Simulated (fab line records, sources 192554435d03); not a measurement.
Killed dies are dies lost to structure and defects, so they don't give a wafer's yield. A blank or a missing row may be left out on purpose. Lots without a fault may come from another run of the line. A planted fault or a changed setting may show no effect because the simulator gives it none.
Split-lot experiment | flow n5_finfet | 7 lots, 21 wafers read, on a route of 1938 steps

THE SPLIT
At N5_BEOL_M3_COAT_76 (time 60 s, resist thk 5 nm), the setting spin_rpm was moved away from the recipe's 1500 rpm on 6 of the 21 wafers read, by -10.6% to +10.1%. The other wafers ran this setting at the recipe's value.

FROM THE SPLIT TO THE READING: what the file shows between them, 3 steps
- N5_BEOL_M3_COAT_22: resist thk 30 nm
- N5_BEOL_M3_EBR_24
- N5_BEOL_M3_DESCUM_33: chemistry O2, time 7 s

THE READING
etch.depth_nm (the simulator's own value, which no gauge read), in nm, at N5_BEOL_M3_ETCH_77 (etches underlayer in N2/H2, target depth 6.5 nm, time 5.2 s). The file gives no usual value for it. The 15 wafers here that ran the recipe average 5.003 nm, standard deviation 0.01 nm.

wafer  | tool, chamber at the split | spin_rpm as run, rpm | against the recipe | etch.depth_nm, nm | against lot-mates on the recipe
L075.1 | litho_track-01, 0          | 1500                 | recipe             | 5.012             | -
L075.2 | litho_track-01, 0          | 1391                 | -7.3%              | 5.185             | +0.176
L075.3 | litho_track-01, 0          | 1500                 | recipe             | 5.006             | -
L079.1 | litho_track-05, 0          | 1500                 | recipe             | 5.014             | -
L079.2 | litho_track-05, 0          | 1500                 | recipe             | 5.023             | -
L079.5 | litho_track-05, 0          | 1544                 | +2.9%              | 4.948             | -0.070
L081.3 | litho_track-01, 0          | 1500                 | recipe             | 4.999             | -
L081.5 | litho_track-01, 0          | 1500                 | recipe             | 4.99              | -
L081.6 | litho_track-01, 0          | 1500                 | recipe             | 4.995             | -
L086.2 | litho_track-01, 0          | 1500                 | recipe             | 5.014             | -
L086.4 | litho_track-01, 0          | 1500                 | recipe             | 5                 | -
L086.6 | litho_track-01, 0          | 1652                 | +10.1%             | 4.76              | -0.247
L091.3 | litho_track-04, 0          | 1445                 | -3.7%              | 5.105             | +0.096
L091.4 | litho_track-04, 0          | 1445                 | -3.7%              | 5.099             | +0.090
L091.6 | litho_track-04, 0          | 1500                 | recipe             | 5.009             | -
L090.4 | litho_track-01, 0          | 1500                 | recipe             | 4.999             | -
L090.5 | litho_track-01, 0          | 1500                 | recipe             | 4.986             | -
L090.6 | litho_track-01, 0          | 1341                 | -10.6%             | 5.284             | +0.292
L097.1 | litho_track-01, 0          | 1500                 | recipe             | 5.008             | -
L097.2 | litho_track-01, 0          | 1500                 | recipe             | 5.008             | -
L097.4 | litho_track-01, 0          | 1500                 | recipe             | 4.987             | -

THE FIT
A straight line over all 21 wafers: etch.depth_nm changes by -0.0251 nm for each +1% of spin_rpm; r = -0.99; the points scatter about the line by 0.011 nm.
The same after taking each lot's own level away (the mean of its wafers on the recipe; 21 wafers): -0.0255 nm for each +1%; r = -1.00; scatter 0.0081 nm.
On that fit, the largest move of spin_rpm shifts the reading by 0.27 nm.
The lots' own levels span 4.9925 to 5.0185 nm, that is 2.5 times the standard deviation above.
So the lot-to-lot level changes the slope little: the two slopes agree.
Check: with one of the wafers moved furthest among these (-10.6%) left out of the fit, the line predicts +0.26 nm for it against its lot-mates. It came out at +0.292 nm against them.

OTHER SPLITS ON THESE WAFERS
These wafers also went through other splits before the reading. Each is held against what the fit with the lots' levels taken away leaves over:
other split on the same wafers | wafers away from the commonest value | r with etch.depth_nm (lot level and that fit taken away)
N5_BEOL_M3_ETCH_64 time_s      | 12                                   | -0.39

THE FILE'S OWN FIT
etch.depth_nm changes by -0.0256 nm for each +1% of spin_rpm, r = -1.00.
